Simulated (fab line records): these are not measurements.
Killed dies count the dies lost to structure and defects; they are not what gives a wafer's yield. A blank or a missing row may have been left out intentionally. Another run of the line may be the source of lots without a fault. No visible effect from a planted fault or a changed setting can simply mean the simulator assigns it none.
fab line records	flow nand_harc
record: lots: 6	wafers: 18	last_day: 33
route steps=1302 shown THIN_TSV@1255 END@1302
lots with no fault: from the same line, run without faults
start_h: hours from the record's first day to the start of the lot's first wafer shown	wait_h: hours elapsed since this lot's preceding step	" same as the row above	L1.1+2: several wafers, shown together as one row	- no value present, or no start provided	* or withheld: withheld	< > ~ a bound
route shown NAME@n: NAME is a module with steps in the file, n the number in the route of the first one	usual: average and standard deviation across the fault-free wafers	same: alike in all rows	chamber/n: place in a boat	sites: the reading at each site	_std_site: standard deviation of those values	_edge_site: outer sites' mean less inner sites'	radius_mm: how far each site lies from the wafer's centre	mask NAME#n: copy n	behind: the most recent tool/chamber to have shaped the wafer	hold: the reason the lot was held/the length of the hold in hours/how it ended	device: the transistor (n, p or np) that didn't switch	end of line: the tests these same wafers got at the end of their route	for a step that has no rows: nothing shown but its recipe	killed: dies that structure and defects cost at the first sort, which is not the same as the wafer's yield	map: per-die view of a wafer (x killed, . not killed, _ where there is no die)
set.NAME: setting as actually run; set.NAME@STEP: the setting as run at that earlier step	model.NAME: the simulator's own value behind a step, which no gauge read
lots at some steps of the route; a table a step, a row a wafer
services: the hour from which a tool's chamber was out of use, counted from the record's first day as start_h (under 0 if before that day), plus the number of hours and why
== steps ==
step: NHARC_THIN_TSV_EBR_08
step: NHARC_THIN_TSV_EXPOSE_09
recipe: na: 0.55	dose_mj: 30.7	mask_id: TSV
step: NHARC_THIN_TSV_PEB_10
recipe: peb_temp_c: 118	peb_time_s: 85
step: NHARC_THIN_TSV_DEVELOP_11
recipe: time_s: 70
step: NHARC_THIN_TSV_CD_MEAS_12
recipe: target_cd_nm: 1000	landing_energy_ev: 500
usual: cd_nm: 1000.3/2.8
lot.wafer	tool	chamber	start_h	wait_h	cd_nm
L996.1	cd_sem-01	0	553.88	-	1005.3
L996.5	"	0	"	"	999.9
L996.6	"	0	"	"	1001.9
L999.2	cd_sem-01	0	590.07	-	998.6
L999.5	"	0	"	"	1003.2
L999.6	"	0	"	"	1002.8
L100.2	cd_sem-02	0	593.69	-	998.0
L100.4	"	0	"	"	999.8
L100.5	"	0	"	"	999.3
L103.2	cd_sem-01	0	632.15	-	1003.5
L103.5	"	0	"	"	1002.9
L103.6	"	0	"	"	1001.7
L112.1	cd_sem-02	0	727.08	-	1003.7
L112.2	"	0	"	"	1006.2
L112.3	"	0	"	"	1002.1
L119.1	cd_sem-03	0	764.22	-	998.3
L119.5	"	0	"	"	999.6
L119.6	"	0	"	"	1000.0
step: NHARC_THIN_TSV_HARDBAKE_13
recipe: temp_c: 125	time_s: 80
step: NHARC_THIN_TSV_DESCUM_14
recipe: time_s: 3	o2_flow_sccm: 200	ar_flow_sccm: 0	bias_power_w: 0	chemistry: O2
step: NHARC_THIN_TSV_ETCH_44
recipe: target_depth_a: 15942	time_s: 797.1	cf4_flow_sccm: 150	o2_flow_sccm: 10	ar_flow_sccm: 0	rf_w: 300	bias_w: 800	chemistry: CF4/O2
step: NHARC_THIN_TSV_ETCH_15
recipe: target_depth_a: 30000	bosch_target_overetch_cycles: 2	bosch_etch_step_s: 2.8	bosch_dep_step_s: 1.2	bosch_cycles: 14
step: NHARC_THIN_TSV_CD_MEAS_16
usual: cd_nm: 1000.6/3
lot.wafer	tool	chamber	start_h	wait_h	cd_nm
L996.1	cd_sem-01	-	554.84	0.1	1004.7
L996.5	"	-	"	"	998.9
L996.6	"	-	"	"	1001.7
L999.2	cd_sem-03	-	591.03	0.1	1000.3
L999.5	"	-	"	"	1002.9
L999.6	"	-	"	"	1001.7
L100.2	cd_sem-03	-	594.65	0.1	996.7
L100.4	"	-	"	"	999.9
L100.5	"	-	"	"	997.2
L103.2	cd_sem-01	-	633.13	0.1	1003.3
L103.5	"	-	"	"	1001.9
L103.6	"	-	"	"	1001.4
L112.1	cd_sem-03	-	728.04	0.1	1004.0
L112.2	"	-	"	"	1006.0
L112.3	"	-	"	"	1003.1
L119.1	cd_sem-02	-	765.20	0.1	998.4
L119.5	"	-	"	"	997.7
L119.6	"	-	"	"	1000.1
step: NHARC_THIN_TSV_STRIP_45
recipe: power_w: 1500	temp_c: 250	chemistry: O2
step: NHARC_THIN_TSV_STRIP_46
recipe: time_s: 1200	temp_c: 72.5	chemistry: post_etch_residue_remover
step: NHARC_THIN_TSV_DEP_47
recipe: target_thk_a: 2000	temp_c: withheld	pressure_torr: 6.5	rf_w: 900	teos_flow_sccm: 161.4	flow_sccm: 2650	target_thk_nm: 200	gas: O2	material: SiO2
usual: rf_fwd_power_W: 898.2/2.8	throttle_valve_pct: 15.9/0.54
lot.wafer	tool	chamber	start_h	wait_h	rf_fwd_power_W	throttle_valve_pct
L996.1	pecvd-02	0	555.80	-	898.5	15.6
L996.5	"	1	"	"	897.7	16.6
L996.6	"	0	"	"	896.9	15.6
L999.2	pecvd-03	2	591.99	-	899.5	15.7
L999.6	"	0	"	"	895.7	16.6
L999.5	"	1	"	"	898.8	15.7
L100.2	pecvd-04	2	595.73	-	892.0	15.8
L100.4	"	1	"	"	897.1	16.4
L100.5	"	0	"	"	896.3	15.2
L103.2	pecvd-02	2	634.10	-	897.2	16.5
L103.5	"	1	"	"	901.4	16.1
L103.6	"	2	"	"	897.2	16.4
L112.2	pecvd-02	2	728.92	-	893.1	16.6
L112.1	"	0	"	"	899.9	15.6
L112.3	"	1	"	"	899.3	16.4
L119.1	pecvd-02	1	766.12	-	897.2	16.4
L119.6	"	0	"	"	899.8	15.8
L119.5	"	2	"	"	897.3	16.7
step: NHARC_THIN_TSV_ETCHBACK_48
recipe: target_depth_a: 10285	over_etch_frac: 0.3	time_s: 405.17	ion_energy_ev: 250	c4f8_flow_sccm: withheld	ar_flow_sccm: withheld	rf_w: 600	bias_w: 300	chemistry: C4F8/Ar
step: NHARC_THIN_TSV_STRIP_62
recipe: power_w: 1500	temp_c: 250	time_s: 20	chemistry: N2/H2
usual: drypump_motor_current_A: 5.63/0.16	heater_power_w: 309/23
lot.wafer	tool	chamber	start_h	wait_h	drypump_motor_current_A	heater_power_w	rf_hours_counter_h
L996.1	plasma_asher-02	1	556.50	-	5.68	304	27
L996.5	"	0	"	"	5.79	369	-
L996.6	"	1	"	"	5.69	312	-
L999.2	plasma_asher-01	1	592.67	-	5.64	285	14
L999.6	"	1	"	"	5.66	290	-
L999.5	"	0	"	"	5.35	313	-
L100.2	plasma_asher-02	0	596.44	-	5.79	357	34
L100.4	"	1	"	"	5.70	299	-
L100.5	"	0	"	"	5.75	358	-
L103.2	plasma_asher-02	1	634.79	-	5.70	287	4
L103.6	"	0	"	"	5.81	325	-
L103.5	"	1	"	"	5.70	287	-
L112.2	plasma_asher-02	1	729.68	-	5.65	286	25
L112.1	"	0	"	"	5.75	328	25
L112.3	"	1	"	"	5.67	282	-
L119.1	plasma_asher-02	0	766.83	-	5.77	332	33
L119.5	"	0	"	"	5.78	329	-
L119.6	"	1	"	"	5.70	284	-
step: NHARC_THIN_TSV_DEGAS_49
recipe: temp_c: 300	time_s: 120
usual: heater_power_w: 457/46
lot.wafer	tool	chamber	start_h	wait_h	heater_power_w
L996.1	pvd_sputter-03	-	556.68	0.2	486
L996.5	"	-	"	"	548
L996.6	"	-	"	"	408
L999.2	pvd_sputter-02	-	592.87	0.2	488
L999.5	"	-	"	"	448
L999.6	"	-	"	"	411
L100.4	pvd_sputter-02	-	596.62	0.1	489
L100.2	"	-	"	"	397
L100.5	"	-	"	"	517
L103.2	pvd_sputter-02	-	634.95	0.1	435
L103.5	"	-	"	"	491
L103.6	"	-	"	"	440
L112.3	pvd_sputter-02	-	729.85	0.1	459
L112.2	"	-	"	"	532
L112.1	"	-	"	"	475
L119.1	pvd_sputter-02	-	767.03	0.2	535
L119.5	"	-	"	"	452
L119.6	"	-	"	"	393
step: NHARC_THIN_TSV_PRE_CLEAN_50
recipe: time_s: 30	temp_c: 280	gas: H2/He
usual: heater_power_w: 402/43
lot.wafer	tool	chamber	start_h	wait_h	heater_power_w
L996.1	pvd_sputter-03	-	-	-	358
L996.6	"	-	"	"	349
L996.5	"	-	"	"	431
L999.2	pvd_sputter-02	-	-	-	427
L999.5	"	-	"	"	445
L999.6	"	-	"	"	394
L100.4	pvd_sputter-02	-	-	-	433
L100.2	"	-	"	"	392
L100.5	"	-	"	"	438
L103.2	pvd_sputter-02	-	-	-	354
L103.6	"	-	"	"	432
L103.5	"	-	"	"	384
L112.1	pvd_sputter-02	-	-	-	476
L112.2	"	-	"	"	383
L112.3	"	-	"	"	350
L119.1	pvd_sputter-02	-	-	-	401
L119.6	"	-	"	"	347
L119.5	"	-	"	"	466
step: NHARC_THIN_TSV_PVD_19
recipe: target_thk_a: 200	chamber_pressure_pa: 5	material: TaN
usual: throttle_valve_pct: 30.2/1.3
lot.wafer	tool	chamber	start_h	wait_h	throttle_valve_pct
L996.1	pvd_sputter-03	-	-	-	27.4
L996.6	"	-	"	"	30.0
L996.5	"	-	"	"	27.3
L999.2	pvd_sputter-02	-	-	-	29.4
L999.5	"	-	"	"	29.3
L999.6	"	-	"	"	31.2
L100.4	pvd_sputter-02	-	-	-	31.3
L100.2	"	-	"	"	29.4
L100.5	"	-	"	"	32.2
L103.2	pvd_sputter-02	-	-	-	31.2
L103.5	"	-	"	"	30.5
L103.6	"	-	"	"	29.2
L112.2	pvd_sputter-02	-	-	-	31.4
L112.3	"	-	"	"	31.9
L112.1	"	-	"	"	30.3
L119.1	pvd_sputter-02	-	-	-	32.0
L119.5	"	-	"	"	31.6
L119.6	"	-	"	"	30.0
step: NHARC_THIN_TSV_PVD_51
recipe: target_thk_a: 1000	chamber_pressure_pa: 5	material: Cu
step: NHARC_THIN_TSV_ECD_20
recipe: target_thk_a: 20000	material: Cu
step: NHARC_THIN_TSV_ANNEAL_52
recipe: temp_c: 225	time_s: 90
usual: anneal_temp_c_max: 225.97/0.22	wafer_temp_C_max: 226.20/0.3
lot.wafer	tool	chamber	start_h	wait_h	anneal_temp_c_max	wafer_temp_C_max
L996.1	rtp_anneal-01	0	557.83	0.6	226.00	225.99
L996.5	"	0	"	"	225.94	226.25
L996.6	"	0	"	"	226.27	226.01
L999.2	rtp_anneal-01	0	594.07	0.6	225.87	226.20
L999.5	"	0	"	"	225.67	226.19
L999.6	"	0	"	"	226.04	226.16
L100.2	rtp_anneal-02	0	597.84	0.7	225.91	225.96
L100.4	"	0	"	"	225.41	225.86
L100.5	"	0	"	"	225.82	225.88
L103.2	rtp_anneal-02	0	636.18	0.6	226.24	225.87
L103.5	"	0	"	"	226.19	225.88
L103.6	"	0	"	"	225.85	226.14
L112.1	rtp_anneal-02	0	731.02	0.6	225.48	226.56
L112.2	"	0	"	"	225.77	226.23
L112.3	"	0	"	"	226.00	225.82
L119.1	rtp_anneal-01	0	768.21	0.5	226.32	226.44
L119.5	"	0	"	"	226.47	226.46
L119.6	"	0	"	"	226.11	226.12
step: NHARC_THIN_TSV_CMP_21
recipe: t_overpolish_s: 30	target_thk_nm: 2000
step: NHARC_THIN_TSV_SRD_23
step: NHARC_THIN_TSV_DEGAS_53
recipe: temp_c: 300	time_s: 60
step: NHARC_THIN_TSV_PRE_CLEAN_54
recipe: time_s: 30	temp_c: 280	gas: H2/He
step: NHARC_THIN_TSV_PVD_55
recipe: target_thk_a: 500	material: TiN
step: NHARC_THIN_TSV_PVD_24
recipe: target_thk_a: 8000	power_w: withheld	chamber_pressure_pa: withheld	substrate_temp_c: withheld	time_s: withheld	gas: Ar	material: Al
step: NHARC_THIN_TSV_DEHYDRATE_25
recipe: temp_c: 150	time_s: 120
step: NHARC_THIN_TSV_HMDS_26
recipe: time_s: 30
step: NHARC_THIN_TSV_COAT_27
recipe: spin_rpm: *
step: NHARC_THIN_TSV_SOFTBAKE_28
recipe: temp_c: 122	time_s: 95
step: NHARC_THIN_TSV_EBR_29
step: NHARC_THIN_TSV_EXPOSE_30
recipe: na: 0.55	dose_mj: 11.47	mask_id: PAD
step: NHARC_THIN_TSV_PEB_31
recipe: peb_temp_c: 118	peb_time_s: 85
step: NHARC_THIN_TSV_DEVELOP_32
recipe: time_s: 70
step: NHARC_THIN_TSV_CD_MEAS_33
recipe: target_cd_nm: 5000	landing_energy_ev: 500
usual: cd_nm: 4999.2/2
lot.wafer	tool	chamber	start_h	wait_h	cd_nm
L996.1	cd_sem-02	0	559.66	-	4999.2
L996.5	"	0	"	"	4999.9
L996.6	"	0	"	"	4998.9
L999.2	cd_sem-01	0	595.97	-	4996.9
L999.5	"	0	"	"	4999.5
L999.6	"	0	"	"	4995.4
L100.2	cd_sem-01	0	599.77	-	5000.7
L100.4	"	0	"	"	5002.8
L100.5	"	0	"	"	5001.2
L103.2	cd_sem-02	0	638.07	-	4997.9
L103.5	"	0	"	"	4995.4
L103.6	"	0	"	"	4999.4
L112.1	cd_sem-02	0	732.97	-	4998.4
L112.2	"	0	"	"	4999.8
L112.3	"	0	"	"	5000.8
L119.1	cd_sem-01	0	770.15	-	4998.3
L119.5	"	0	"	"	4998.6
L119.6	"	0	"	"	5000.0
step: NHARC_THIN_TSV_HARDBAKE_34
recipe: temp_c: 125	time_s: 80
step: NHARC_THIN_TSV_DESCUM_35
recipe: time_s: 3	o2_flow_sccm: 200	ar_flow_sccm: 0	bias_power_w: 0	chemistry: O2
step: NHARC_THIN_TSV_ETCH_59
recipe: target_depth_a: 8800	icp_w: 900	bias_w: 100	Cl2_flow_sccm: 60	bcl3_flow_sccm: 30	time_s: 138.1	chemistry: Cl2/BCl3
step: NHARC_THIN_TSV_ETCH_36
recipe: target_depth_a: 650	over_etch_frac: 0.3	time_s: 18.571	ion_energy_ev: 150	chemistry: Cl2/BCl3
step: NHARC_THIN_TSV_STRIP_56
recipe: power_w: 1500	temp_c: 250	chemistry: O2
step: NHARC_END_SORT_01
recipe: temp_c: 25
usual: defect_limited_yield: 91.5/2.7	killed_at_array: 52/19	killed_at_other: 0.9/1.3	killed_at_periphery: 4/3.1	killed_dies: 57/18	killed_open: 3.2/1.7	killed_short: 2.3/1.4	sort_bin_2_pct: 2.9/1.2	sort_bin_3_pct: 0.6/0.42	sort_bin_4_pct: 4.9/1.5	sort_n_pass: 620/18	sort_rim_yield_pct: 93/4.3	sort_yield_pct: 91.5/2.7
same: gross_dies: 677	sort_bin_5_pct[%]: 0	sort_bin_6_pct[%]: 0	sort_bin_7_pct[%]: 0	sort_bin_8_pct[%]: 0	sort_rim_n_gross: 106.00
lot.wafer	tool	chamber	start_h	wait_h	defect_limited_yield[%]	killed_at_array	killed_at_other	killed_at_periphery	killed_dies	killed_open	killed_short	sort_bin_2_pct[%]	sort_bin_3_pct[%]	sort_bin_4_pct[%]	sort_n_pass	sort_rim_yield_pct[%]	sort_yield_pct[%]
L112.1	prober-01	0	745.87	2.5	92.9	47	0	1	48	1	2	2.5	0.6	4.0	629	95	92.9
L112.2	prober-01	0	746.67	2.8	86.4	34	51	7	92	3	2	6.6	2.5	4.4	585	75	86.4
L112.3	prober-01	0	747.47	3.1	93.2	43	0	3	46	4	1	1.6	0.1	5.0	631	90	93.2
L119.5	prober-02	0	784.13	3.7	84.6	51	53	0	104	1	1	5.8	3.4	6.2	573	82	84.6
killed by level:class
L112.1 A_CHANNEL_HOLE_D2:chamber_film_flake=21 A_CHANNEL_HOLE_D1:chamber_film_flake=10 A_CONTACT:chamber_film_flake=7 A_WL_FILL:chamber_film_flake=3 A_SLIT:chamber_film_flake=2 A_CHANNEL_FILL_D1:geometric_particle:short=1 A_DECK1_JOINT:geometric_particle:open=1 A_CHANNEL_HOLE_D2:geometric_particle:short=1
L112.2 THIN_TSV:unspecified=51 A_CHANNEL_HOLE_D2:chamber_film_flake=15 A_WL_FILL:chamber_film_flake=5 A_CONTACT:chamber_film_flake=5 A_SLIT:chamber_film_flake=4 P_GATE:chamber_film_flake=2 P_M1:chamber_film_flake=2 P_GATE:geometric_particle:open=1
L112.3 A_CHANNEL_HOLE_D2:chamber_film_flake=13 A_CHANNEL_HOLE_D1:chamber_film_flake=9 A_SLIT:chamber_film_flake=6 A_CONTACT:chamber_film_flake=4 A_DECK1_JOINT:chamber_film_flake=3 A_WL_FILL:chamber_film_flake=3 P_M1:geometric_particle:open=1 A_DECK1_JOINT:geometric_particle:open=1
L119.5 THIN_TSV:unspecified=48 A_CHANNEL_HOLE_D2:chamber_film_flake=33 A_CHANNEL_HOLE_D1:chamber_film_flake=8 THIN_TSV:chamber_film_flake=5 A_CONTACT:chamber_film_flake=4 A_STAIRCASE:chamber_film_flake=2 A_CHANNEL_HOLE_D1:geometric_particle:open=1 A_CHANNEL_FILL_D2:geometric_particle:short=1
map L112.2 (x killed, . not)
____________.____________
_________......._________
_______..........._______
______.............______
_____...........x..._____
____..x......x.......____
____x................____
___x..x...x...........___
___xx............x....___
__xxxx.........x.......__
__xxxx...............x.__
_xxxx.......x..x.....x.._
_xxxxxx......xx...x....._
_xxxx.........x.......x._
_xxxxx.................._
_xxxx..................._
xxxxx...x...x.x..........
xxx......................
xx.x.................x...
xxx......................
x........................
_xx..................xx._
_x.....................x_
_xxx...................x_
_xxx...................._
_xxx...................._
__xx...................__
__x..........x.........__
___...................___
___....x..............___
____.................____
____.................____
_____.x............._____
______.............______
_______..........._______
_________......._________
____________.____________
map L119.5 (x killed, . not)
____________.____________
_________......._________
_______......x...._______
______.......x.....______
_____..............._____
____.................____
____.................____
___x..........x.......___
___xx...x...x.........___
__xxx..................__
__xxxxx.......x........__
_xxxx.x................._
_xxxxx......x.x........._
_xxxxx..x.......x......._
_xxxx....xxxxx.........._
_xxxxx.....x.xxx........_
xxxxx.....xxx.xx.........
xxxx..x....xxx.x.........
xxx........x..xx.x.......
x........x.xxx.x.........
..........xx.xx..........
_x..........xx.........._
_xx.........x..........._
_x.x................x..._
_xxx........x..........._
_x......................_
__.....................__
__.....................__
___...................___
___...................___
____.................____
____.................____
_____..............._____
______.............______
_______..........._______
_________......._________
____________.____________
== services ==
tool	chamber	start_h	hours	kind
pecvd-03	-	547.25	13.0	pm
pvd_sputter-02	-	556.41	0.5	repair
pecvd-04	0	561.32	19.9	repair
pecvd-04	2	579.22	6.0	repair
plasma_asher-02	-	582.04	4.0	repair
pecvd-02	-	589.49	13.0	pm
pecvd-02	0	589.49	13.0	vent_cycle
pecvd-02	1	589.49	13.0	vent_cycle
plasma_asher-02	-	603.05	9.0	pm
plasma_asher-02	0	603.05	9.0	vent_cycle
plasma_asher-02	1	603.05	9.0	vent_cycle
plasma_asher-02	0	612.05	-	clean
plasma_asher-02	1	612.05	-	clean
pecvd-04	-	631.19	13.0	pm
pvd_sputter-02	-	638.00	10.0	pm
pvd_sputter-03	-	671.58	1.1	repair
plasma_asher-02	-	692.15	4.1	repair
plasma_asher-01	-	696.76	9.0	pm
pvd_sputter-03	-	703.25	4.3	repair
pvd_sputter-03	-	707.56	10.0	pm
pecvd-03	-	728.25	13.0	pm
pvd_sputter-03	-	742.65	3.8	repair
rtp_anneal-02	-	744.00	12.0	pm
pecvd-04	1	761.65	4.9	repair
== key ==
first_sign: step: NHARC_END_SORT_01	reading: killed_at_other	direction: up	sigmas: 39	usual: 0.9	struck: 52
more_kills_born_at: NHARC_THIN_TSV_DEP_47@pecvd-02: 99
met_at NHARC_THIN_TSV_DEP_47
struck_wafers L112.2,L119.5
onset_between 634.10 728.92
fault: kind: chamber_particle_source	tool: pecvd-02	chamber: 2	onset_h: 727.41	steps: NHARC_THIN_TSV_DEP_47	rate_per_visit_cm2: 1.1	end_h: 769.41
